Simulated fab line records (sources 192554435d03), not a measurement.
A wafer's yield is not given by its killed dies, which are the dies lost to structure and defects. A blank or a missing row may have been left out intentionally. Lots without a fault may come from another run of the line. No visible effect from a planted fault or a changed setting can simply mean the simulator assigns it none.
Which tool was responsible? :: flow n5_finfet :: 33 wafers from 12 lots sampled at 5 of the route's 1938 steps

WHAT EACH GAUGE READ, for each wafer
The record holds no reading of a measuring or inspecting step that can be judged against a usual standard deviation.

WHICH TOOL RAN EACH LOT (tool, then ch and the chambers of the sampled wafers, then the start)
lot: L826
N5_BEOL_M4_CO_CAP_55: cvd_co-01 ch 0,1,2, day 7 15:25
N5_BEOL_M4_DEP_57: pecvd-01 ch 1,2, day 7 15:34
N5_BEOL_M5_PECVD_70: pecvd-01 ch 0,1,2, day 7 17:16
N5_BEOL_M5_COAT_74: litho_track-03 ch 0, day 7 19:51
N5_PASSIVATION_PROBE_49: prober-02, day 12 00:34

lot: L828
N5_BEOL_M4_CO_CAP_55: cvd_co-02 ch 0,1, day 8 11:39
N5_BEOL_M4_DEP_57: pecvd-03 ch 0,2, day 8 11:46
N5_BEOL_M5_PECVD_70: pecvd-03 ch 0,1,2, day 8 13:28
N5_BEOL_M5_COAT_74: litho_track-04 ch 0, day 8 14:39
N5_PASSIVATION_PROBE_49: -

lot: L832
N5_BEOL_M4_CO_CAP_55: cvd_co-02 ch 0,2, day 9 12:29
N5_BEOL_M4_DEP_57: pecvd-02 ch 0,1, day 9 12:36
N5_BEOL_M5_PECVD_70: pecvd-01 ch 0,1, day 9 14:19
N5_BEOL_M5_COAT_74: litho_track-04 ch 0, day 9 15:25
N5_PASSIVATION_PROBE_49: -

lot: L834
N5_BEOL_M4_CO_CAP_55: cvd_co-01 ch 0,1,2, day 9 13:58
N5_BEOL_M4_DEP_57: pecvd-02 ch 0,1, day 9 14:04
N5_BEOL_M5_PECVD_70: pecvd-03 ch 0,2, day 9 16:17
N5_BEOL_M5_COAT_74: litho_track-04 ch 0, day 9 18:27
N5_PASSIVATION_PROBE_49: prober-02, day 13 12:50

lot: L833
N5_BEOL_M4_CO_CAP_55: cvd_co-02 ch 1, day 9 17:22
N5_BEOL_M4_DEP_57: pecvd-03 ch 2, day 9 17:29
N5_BEOL_M5_PECVD_70: pecvd-01 ch 0,1, day 9 19:13
N5_BEOL_M5_COAT_74: litho_track-04 ch 0, day 9 21:02
N5_PASSIVATION_PROBE_49: prober-02, day 13 16:27

lot: L836
N5_BEOL_M4_CO_CAP_55: cvd_co-02 ch 0,1,2, day 10 06:01
N5_BEOL_M4_DEP_57: pecvd-01 ch 0,1,2, day 10 06:08
N5_BEOL_M5_PECVD_70: pecvd-04 ch 0,1,2, day 10 07:50
N5_BEOL_M5_COAT_74: litho_track-03 ch 0, day 10 09:36
N5_PASSIVATION_PROBE_49: prober-02, day 14 05:40

lot: L837
N5_BEOL_M4_CO_CAP_55: cvd_co-01 ch 0,2, day 10 13:02
N5_BEOL_M4_DEP_57: pecvd-01 ch 0,1,2, day 10 13:10
N5_BEOL_M5_PECVD_70: pecvd-03 ch 0,1,2, day 10 18:13
N5_BEOL_M5_COAT_74: litho_track-04 ch 0, day 10 20:27
N5_PASSIVATION_PROBE_49: prober-01, day 14 15:27

lot: L841
N5_BEOL_M4_CO_CAP_55: cvd_co-02 ch 0,1,2, day 11 05:12
N5_BEOL_M4_DEP_57: pecvd-03 ch 0,1, day 11 05:19
N5_BEOL_M5_PECVD_70: pecvd-04 ch 0,1, day 11 07:01
N5_BEOL_M5_COAT_74: litho_track-04 ch 0, day 11 10:17
N5_PASSIVATION_PROBE_49: -

lot: L843
N5_BEOL_M4_CO_CAP_55: cvd_co-01 ch 0,1,2, day 11 21:26
N5_BEOL_M4_DEP_57: pecvd-01 ch 0,2, day 11 21:34
N5_BEOL_M5_PECVD_70: pecvd-04 ch 1,2, day 11 23:15
N5_BEOL_M5_COAT_74: litho_track-02 ch 0, day 12 01:02
N5_PASSIVATION_PROBE_49: prober-01, day 15 15:51

lot: L846
N5_BEOL_M4_CO_CAP_55: cvd_co-01 ch 1, day 12 16:44
N5_BEOL_M4_DEP_57: pecvd-01 ch 0,2, day 12 16:52
N5_BEOL_M5_PECVD_70: pecvd-01 ch 2, day 12 18:34
N5_BEOL_M5_COAT_74: litho_track-02 ch 0, day 12 20:37
N5_PASSIVATION_PROBE_49: prober-01, day 17 01:13

lot: L847
N5_BEOL_M4_CO_CAP_55: cvd_co-02 ch 0,1,2, day 13 07:15
N5_BEOL_M4_DEP_57: pecvd-03 ch 0,1, day 13 07:22
N5_BEOL_M5_PECVD_70: pecvd-03 ch 0,1,2, day 13 09:05
N5_BEOL_M5_COAT_74: litho_track-03 ch 0, day 13 11:13
N5_PASSIVATION_PROBE_49: -

lot: L848
N5_BEOL_M4_CO_CAP_55: cvd_co-02 ch 0,1,2, day 13 09:37
N5_BEOL_M4_DEP_57: pecvd-03 ch 0,1, day 13 09:44
N5_BEOL_M5_PECVD_70: pecvd-01 ch 0,2, day 13 11:25
N5_BEOL_M5_COAT_74: litho_track-04 ch 0, day 14 01:18
N5_PASSIVATION_PROBE_49: -
- N5_BEOL_M4_CO_CAP_55: material Co, precursor CCTBA/H2, target thk 2 nm, time 102.1 s.
- N5_BEOL_M4_DEP_57: deposits SiCN from 3MS/NH3, target thk 8 nm, time 14 s.
- N5_BEOL_M5_PECVD_70: deposits SiO2 from TEOS/O2, target thk 16 nm, time 18 s.
- N5_BEOL_M5_COAT_74: time 60 s, resist thk 5 nm.
- N5_PASSIVATION_PROBE_49

AS READ BY THE TOOLS THEMSELVES (means over the sampled wafers that have a number; for cases with no such wafer, the mark the record gives instead)
N5_BEOL_M4_CO_CAP_55.
lot: L826
tool: cvd_co-01
chamber_pressure_Torr (Torr): 30.05
heater_power_w (W): 210

lot: L828
tool: cvd_co-02
chamber_pressure_Torr (Torr): 29.99
heater_power_w (W): 227

lot: L832
tool: cvd_co-02
chamber_pressure_Torr (Torr): 30.02
heater_power_w (W): 230

lot: L834
tool: cvd_co-01
chamber_pressure_Torr (Torr): 29.94
heater_power_w (W): 210

lot: L833
tool: cvd_co-02
chamber_pressure_Torr (Torr): 30.02
heater_power_w (W): 238

lot: L836
tool: cvd_co-02
chamber_pressure_Torr (Torr): 30.05
heater_power_w (W): 235

lot: L837
tool: cvd_co-01
chamber_pressure_Torr (Torr): 30.01
heater_power_w (W): 221

lot: L841
tool: cvd_co-02
chamber_pressure_Torr (Torr): 30.00
heater_power_w (W): 237

lot: L843
tool: cvd_co-01
chamber_pressure_Torr (Torr): 29.96
heater_power_w (W): 212

lot: L846
tool: cvd_co-01
chamber_pressure_Torr (Torr): 29.98
heater_power_w (W): 196

lot: L847
tool: cvd_co-02
chamber_pressure_Torr (Torr): 29.99
heater_power_w (W): 232

lot: L848
tool: cvd_co-02
chamber_pressure_Torr (Torr): 30.02
heater_power_w (W): 231

N5_BEOL_M4_DEP_57.
lot: L826
tool: pecvd-01
chamber_pressure_Torr (Torr): 3.000
showerhead_plenum_p_Torr (Torr): 3.658
showerhead_vpp_V (V): 868
throttle_valve_pct (%): 9.6

lot: L828
tool: pecvd-03
chamber_pressure_Torr (Torr): 3.000
showerhead_plenum_p_Torr (Torr): 3.650
showerhead_vpp_V (V): 919
throttle_valve_pct (%): 9.1

lot: L832
tool: pecvd-02
chamber_pressure_Torr (Torr): 2.998
showerhead_plenum_p_Torr (Torr): 3.658
showerhead_vpp_V (V): 892
throttle_valve_pct (%): 9.4

lot: L834
tool: pecvd-02
chamber_pressure_Torr (Torr): 3.000
showerhead_plenum_p_Torr (Torr): 3.663
showerhead_vpp_V (V): 890
throttle_valve_pct (%): 9.4

lot: L833
tool: pecvd-03
chamber_pressure_Torr (Torr): 3.003
showerhead_plenum_p_Torr (Torr): 3.648
showerhead_vpp_V (V): 936
throttle_valve_pct (%): 8.9

lot: L836
tool: pecvd-01
chamber_pressure_Torr (Torr): 2.998
showerhead_plenum_p_Torr (Torr): 3.660
showerhead_vpp_V (V): 852
throttle_valve_pct (%): 9.2

lot: L837
tool: pecvd-01
chamber_pressure_Torr (Torr): 3.003
showerhead_plenum_p_Torr (Torr): 3.664
showerhead_vpp_V (V): 843
throttle_valve_pct (%): 9.2

lot: L841
tool: pecvd-03
chamber_pressure_Torr (Torr): 3.009
showerhead_plenum_p_Torr (Torr): 3.657
showerhead_vpp_V (V): 876
throttle_valve_pct (%): 9.5

lot: L843
tool: pecvd-01
chamber_pressure_Torr (Torr): 3.005
showerhead_plenum_p_Torr (Torr): 3.666
showerhead_vpp_V (V): 854
throttle_valve_pct (%): 8.6

lot: L846
tool: pecvd-01
chamber_pressure_Torr (Torr): 2.994
showerhead_plenum_p_Torr (Torr): 3.668
showerhead_vpp_V (V): 840
throttle_valve_pct (%): 8.8

lot: L847
tool: pecvd-03
chamber_pressure_Torr (Torr): 2.998
showerhead_plenum_p_Torr (Torr): 3.655
showerhead_vpp_V (V): 871
throttle_valve_pct (%): 9.6

lot: L848
tool: pecvd-03
chamber_pressure_Torr (Torr): 3.001
showerhead_plenum_p_Torr (Torr): 3.660
showerhead_vpp_V (V): 877
throttle_valve_pct (%): 9.4

N5_BEOL_M5_PECVD_70.
lot: L826
tool: pecvd-01
chamber_pressure_Torr (Torr): 5.496
heater_power_w (W): 687
showerhead_plenum_p_Torr (Torr): 8.78
showerhead_vpp_V (V): 1257
throttle_valve_pct (%): 22.5

lot: L828
tool: pecvd-03
chamber_pressure_Torr (Torr): 5.492
heater_power_w (W): 803
showerhead_plenum_p_Torr (Torr): 8.73
showerhead_vpp_V (V): 1340
throttle_valve_pct (%): 22.7

lot: L832
tool: pecvd-01
chamber_pressure_Torr (Torr): 5.514
heater_power_w (W): 765
showerhead_plenum_p_Torr (Torr): 8.75
showerhead_vpp_V (V): 1236
throttle_valve_pct (%): 23.7

lot: L834
tool: pecvd-03
chamber_pressure_Torr (Torr): 5.514
heater_power_w (W): 736
showerhead_plenum_p_Torr (Torr): 8.73
showerhead_vpp_V (V): 1373
throttle_valve_pct (%): 22.3

lot: L833
tool: pecvd-01
chamber_pressure_Torr (Torr): 5.495
heater_power_w (W): 716
showerhead_plenum_p_Torr (Torr): 8.75
showerhead_vpp_V (V): 1248
throttle_valve_pct (%): 23.5

lot: L836
tool: pecvd-04
chamber_pressure_Torr (Torr): 5.498
heater_power_w (W): 743
showerhead_plenum_p_Torr (Torr): 8.73
showerhead_vpp_V (V): 1314
throttle_valve_pct (%): 23.0

lot: L837
tool: pecvd-03
chamber_pressure_Torr (Torr): 5.501
heater_power_w (W): 814
showerhead_plenum_p_Torr (Torr): 8.72
showerhead_vpp_V (V): 1340
throttle_valve_pct (%): 22.7

lot: L841
tool: pecvd-04
chamber_pressure_Torr (Torr): 5.501
heater_power_w (W): 792
showerhead_plenum_p_Torr (Torr): 8.75
showerhead_vpp_V (V): 1338
throttle_valve_pct (%): 24.7

lot: L843
tool: pecvd-04
chamber_pressure_Torr (Torr): 5.508
heater_power_w (W): 789
showerhead_plenum_p_Torr (Torr): 8.76
showerhead_vpp_V (V): 1317
throttle_valve_pct (%): 22.6

lot: L846
tool: pecvd-01
chamber_pressure_Torr (Torr): 5.505
heater_power_w (W): 612
showerhead_plenum_p_Torr (Torr): 8.78
showerhead_vpp_V (V): 1313
throttle_valve_pct (%): 20.6

lot: L847
tool: pecvd-03
chamber_pressure_Torr (Torr): 5.499
heater_power_w (W): 750
showerhead_plenum_p_Torr (Torr): 8.74
showerhead_vpp_V (V): 1345
throttle_valve_pct (%): 22.7

lot: L848
tool: pecvd-01
chamber_pressure_Torr (Torr): 5.514
heater_power_w (W): 818
showerhead_plenum_p_Torr (Torr): 8.79
showerhead_vpp_V (V): 1257
throttle_valve_pct (%): 22.0

N5_BEOL_M5_COAT_74.
lot: L826
tool: litho_track-03
spin_speed_rpm (rpm): 1501.2

lot: L828
tool: litho_track-04
spin_speed_rpm (rpm): 1499.9

lot: L832
tool: litho_track-04
spin_speed_rpm (rpm): 1499.5

lot: L834
tool: litho_track-04
spin_speed_rpm (rpm): 1500.6

lot: L833
tool: litho_track-04
spin_speed_rpm (rpm): 1500.3

lot: L836
tool: litho_track-03
spin_speed_rpm (rpm): 1499.4

lot: L837
tool: litho_track-04
spin_speed_rpm (rpm): 1677.7

lot: L841
tool: litho_track-04
spin_speed_rpm (rpm): 1677.7

lot: L843
tool: litho_track-02
spin_speed_rpm (rpm): 1499.0

lot: L846
tool: litho_track-02
spin_speed_rpm (rpm): 1501.0

lot: L847
tool: litho_track-03
spin_speed_rpm (rpm): 1499.8

lot: L848
tool: litho_track-04
spin_speed_rpm (rpm): 1499.4

N5_PASSIVATION_PROBE_49.
lot: L826
tool: prober-02
defect_limited_yield (%): 92.2
killed_at_M0_to_M3: 22
killed_at_M4_up: 10
killed_at_contacts: 10
killed_at_front_end: 44
killed_at_other: 6.3
killed_dies: 93
killed_on_rim: 13
killed_open: 59
killed_short: 31
sort_bin_5_function (%): 4.4
sort_bin_6_memory (%): 3.0
sort_bin_8_speed (%): 0.00
sort_n_pass: 1087
sort_yield_pct (%): 92.2

lot: L834
tool: prober-02
defect_limited_yield (%): 92.6
killed_at_M0_to_M3: 24
killed_at_M4_up: 8
killed_at_contacts: 9
killed_at_front_end: 43
killed_at_other: 3.7
killed_dies: 88
killed_on_rim: 13
killed_open: 54
killed_short: 33
sort_bin_5_function (%): 4.4
sort_bin_6_memory (%): 2.6
sort_bin_8_speed (%): 0.00
sort_n_pass: 1092
sort_yield_pct (%): 92.6

lot: L833
tool: prober-02
defect_limited_yield (%): 92.3
killed_at_M0_to_M3: 32
killed_at_M4_up: 10
killed_at_contacts: 12
killed_at_front_end: 36
killed_at_other: 1.0
killed_dies: 90
killed_on_rim: 8
killed_open: 60
killed_short: 29
sort_bin_5_function (%): 4.7
sort_bin_6_memory (%): 2.8
sort_bin_8_speed (%): 0.00
sort_n_pass: 1090
sort_yield_pct (%): 92.3

lot: L836
tool: prober-02
defect_limited_yield (%): 89.9
killed_at_M0_to_M3: 43
killed_at_M4_up: 15
killed_at_contacts: 17
killed_at_front_end: 44
killed_at_other: 0.3
killed_dies: 120
killed_on_rim: 12
killed_open: 83
killed_short: 36
sort_bin_5_function (%): 5.5
sort_bin_6_memory (%): 4.3
sort_bin_8_speed (%): 0.00
sort_n_pass: 1060
sort_yield_pct (%): 89.9

lot: L837
tool: prober-01
defect_limited_yield (%): 91.8
killed_at_M0_to_M3: 26
killed_at_M4_up: 12
killed_at_contacts: 10
killed_at_front_end: 45
killed_at_other: 4.0
killed_dies: 97
killed_on_rim: 9
killed_open: 62
killed_short: 34
sort_bin_5_function (%): 5.0
sort_bin_6_memory (%): 2.7
sort_bin_8_speed (%): 0.00
sort_n_pass: 1083
sort_yield_pct (%): 91.8

lot: L843
tool: prober-01
defect_limited_yield (%): 90.8
killed_at_M0_to_M3: 30
killed_at_M4_up: 8
killed_at_contacts: 17
killed_at_front_end: 50
killed_at_other: 3.3
killed_dies: 108
killed_on_rim: 15
killed_open: 69
killed_short: 33
sort_bin_5_function (%): 4.6
sort_bin_6_memory (%): 3.7
sort_bin_8_speed (%): 0.00
sort_n_pass: 1072
sort_yield_pct (%): 90.8

lot: L846
tool: prober-01
defect_limited_yield (%): 91.5
killed_at_M0_to_M3: 34
killed_at_M4_up: 14
killed_at_contacts: 6
killed_at_front_end: 40
killed_at_other: 5.5
killed_dies: 100
killed_on_rim: 16
killed_open: 61
killed_short: 37
sort_bin_5_function (%): 5.0
sort_bin_6_memory (%): 3.1
sort_bin_8_speed (%): 0.00
sort_n_pass: 1080
sort_yield_pct (%): 91.5

THE ANSWER, worked out from the rows above alone
Rule: what is usual is taken from the lots themselves. Put in order of their means at a reading, lots are off if they are a third of the lots or fewer, leave a main group of 4 or more, and stand apart from it by a gap of 3 or more times the standard deviation of the main group's means; of several such gaps the widest counts. If all means in a main group match to the digits the tables above print for the reading, that group is not used. A lot without any number at a reading at which 4 lots or more have one is off too. All remaining lots with rows at the step are treated as sound. After the gauges, taken in route order, come the tools' own readings; for these a lot's mean is taken, as printed above. At the first step where some lot is off, the reading lying furthest off is the one used; lots without a number count as furthest.
Off: L837, L841 (N5_BEOL_M5_COAT_74, spin_speed_rpm). Mean 1500.0 rpm and standard deviation 0.7 in the main group.
If a tool, at that step or one of the process steps before it, ran each lot that is off and ran no sound lot following the first of them, it fits. None of those tried fits.

WHAT HAD BEEN PUT IN BY THE SIMULATOR
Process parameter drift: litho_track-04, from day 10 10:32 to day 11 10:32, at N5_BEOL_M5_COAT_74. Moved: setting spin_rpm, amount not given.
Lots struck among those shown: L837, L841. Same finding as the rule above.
